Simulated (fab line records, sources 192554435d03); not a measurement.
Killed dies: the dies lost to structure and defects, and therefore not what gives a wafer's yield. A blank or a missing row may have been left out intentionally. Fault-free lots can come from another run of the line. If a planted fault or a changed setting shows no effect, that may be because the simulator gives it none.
A single fault, viewed from 2 desks ; flow n5-finfet ; what lay behind the numbers comes last; until then each desk has only its own

== AT THE TOOL OWNER'S DESK: krf-scanner-01 ==
The tool's own readings at N5_BEOL_M13_EXPOSE_07 (exposes mask V12): means of the sampled wafers that have a number, for each lot that ran on this tool. If a lot's mean is further than 4 standard deviations from the usual mean, the lot is out of limits and carries the mark OUT (the distance appears in the brackets).
Columns: A = exposure-dose-mJ-cm2 at N5_BEOL_M13_EXPOSE_07, usual 24.793
lot;first seen here;A
L248;day 12 13:29;24.784
L250;day 12 17:51;24.801
L259;day 14 16:04;25.137 (+13) OUT
L261;day 15 16:16;25.050 (+9.9) OUT
This desk's finding: out of limits on L259, L261; first on L259, day 14 16:04 (exposure-dose-mJ-cm2 at N5_BEOL_M13_EXPOSE_07). L248, L250: within limits.

== FROM THE METROLOGY DESK ==
What the gauges read, lot by lot, whatever tool the lot ran on: means of the sampled wafers that have a number. If a lot's mean is further than 4 standard deviations from the usual mean, the lot is out of limits and carries the mark OUT (the distance appears in the brackets).
Columns: A = V12_OVL at N5_BEOL_M13_OVL_MEAS_11, usual 1 nm
lot;first seen here;A
L248;day 12 13:41;4
L249;day 12 14:37;-1
L250;day 12 18:03;9
L259;day 14 16:16;5
L261;day 15 16:28;-2
L266;day 16 12:32;-1
L268;day 16 12:52;1
L267;day 16 16:13;1
L269;day 17 06:40;4
L270;day 17 13:55;2
Result from this desk: across the 10 lots, nothing is out of limits.

== BROUGHT TOGETHER ==
At day 14 16:04, on L259, L261, the tool owner's desk was in a position to raise an alarm.
Metrology desk: nothing out of limits seen.
The metrology desk has L259, L261 on record, within its limits.
Every lot named ran N5_BEOL_M13_EXPOSE_07 on krf-scanner-01.

== WHAT THE SIMULATOR HAD PUT IN ==
Process parameters drifting: krf-scanner-01 at N5_BEOL_M13_EXPOSE_07, beginning at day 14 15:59. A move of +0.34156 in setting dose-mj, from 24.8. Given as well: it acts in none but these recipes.
Struck lots among those shown: L259, L261.
Hours from the fault's start to each desk's first reading out of limits: the tool owner's desk, 0.
